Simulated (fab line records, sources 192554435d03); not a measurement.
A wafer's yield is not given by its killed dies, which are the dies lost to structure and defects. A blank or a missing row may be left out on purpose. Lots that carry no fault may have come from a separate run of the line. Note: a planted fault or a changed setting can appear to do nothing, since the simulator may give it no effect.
8D (eight disciplines) problem report, filled in by code :: flow n5-finfet :: the parts of the form that need people (team, actions taken, sign-off) are left out

## 1. WHAT WENT WRONG
At N5_BEOL_M2_EXPOSE_25, exposure-dose-mJ-cm2 averages 65.19 over 6 wafers from 2 lots, while fault-free wafers read 62.96, standard deviation 0.058. That is +38 standard deviations from the usual mean.
The step: exposes mask V1, defocus 5 nm.
The first sign was on wafer L238.3 at day 9 04:19, on euv-scanner-01. At this step, 27 wafers from 9 lots have a number in the record. The rule behind "out" and "out of limits": a value lying over 4 standard deviations away from the usual mean. The other wafers with a number count as sound.

## 2. WHAT IT IS; WHAT IT IS NOT
question: which readings at this step
is: exposure-dose-mJ-cm2
is not: -

question: which lots
is: L238, L241
is not: L227, L232, L233, L234, L242, L244, L248

question: which wafers of those lots
is: all that have a number
is not: -

question: read on which tools
is: euv-scanner-01
is not: euv-scanner-02

question: when
is: from day 9 04:19
is not: up to then (12 sound wafers); but 9 sound wafers of L242, L244, L248 came after

## 3. THE SUSPECTS, EACH WITH WHAT RULES IT OUT
Counting: a tool at any process step up to the reading remains a suspect when it ran all the lots that are out and ran no sound lot after the first of those.
- rie-diel-04 at N5_BEOL_M2_STRIP_66 (strips in CF4): kept. Every lot that is out went through it, starting with L238 (day 9 03:46), and after that it ran no sound lot; the last sound lot it ran before then is L233 (day 8 02:34).
- euv-scanner-01 at N5_BEOL_M2_EXPOSE_25 (exposes mask V1, defocus 5 nm): kept. Every lot that is out went through it, starting with L238 (day 9 04:19), and after that it ran no sound lot; the last sound lot it ran before then is L234 (day 8 07:57). Its own exposure-dose-mJ-cm2 readings are out on those wafers.
What counting leaves: rie-diel-04 at N5_BEOL_M2_STRIP_66 and euv-scanner-01 at N5_BEOL_M2_EXPOSE_25.

## 4. THE CAUSE (what the simulator had put in)
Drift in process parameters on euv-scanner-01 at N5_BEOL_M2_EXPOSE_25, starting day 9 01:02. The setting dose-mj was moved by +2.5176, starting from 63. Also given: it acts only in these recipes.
Counting left 2 suspects, and this tool is among them.

## 5. SEQUENCE OF EFFECTS, ordered by route
Each row: a reading where the mean over the struck wafers with a number is more than 3 standard deviations away from the usual. Scope: only readings with a usual standard deviation given in the record; hours: median across lots of the time from each lot's start at the first step in this table that gives one to its start at this step; sigmas: change in usual standard deviations.
hours: 0
step: N5_BEOL_M2_EXPOSE_25
reading: exposure-dose-mJ-cm2
usual: 62.96
on struck wafers: 65.19
change: +2.23
sigmas: +38
Its process steps:
- N5_BEOL_M2_EXPOSE_25: exposes mask V1, defocus 5 nm.
Later measuring or inspecting steps at which every struck wafer that the step has a row for has a number for every such reading, and none has moved that far: N5_BEOL_M4_RC_MEAS_101.

## 6. WHAT WOULD HAVE CAUGHT IT SOONER
First out-of-limits reading in this record: day 9 04:19, which is 3 hours after fault onset at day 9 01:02.
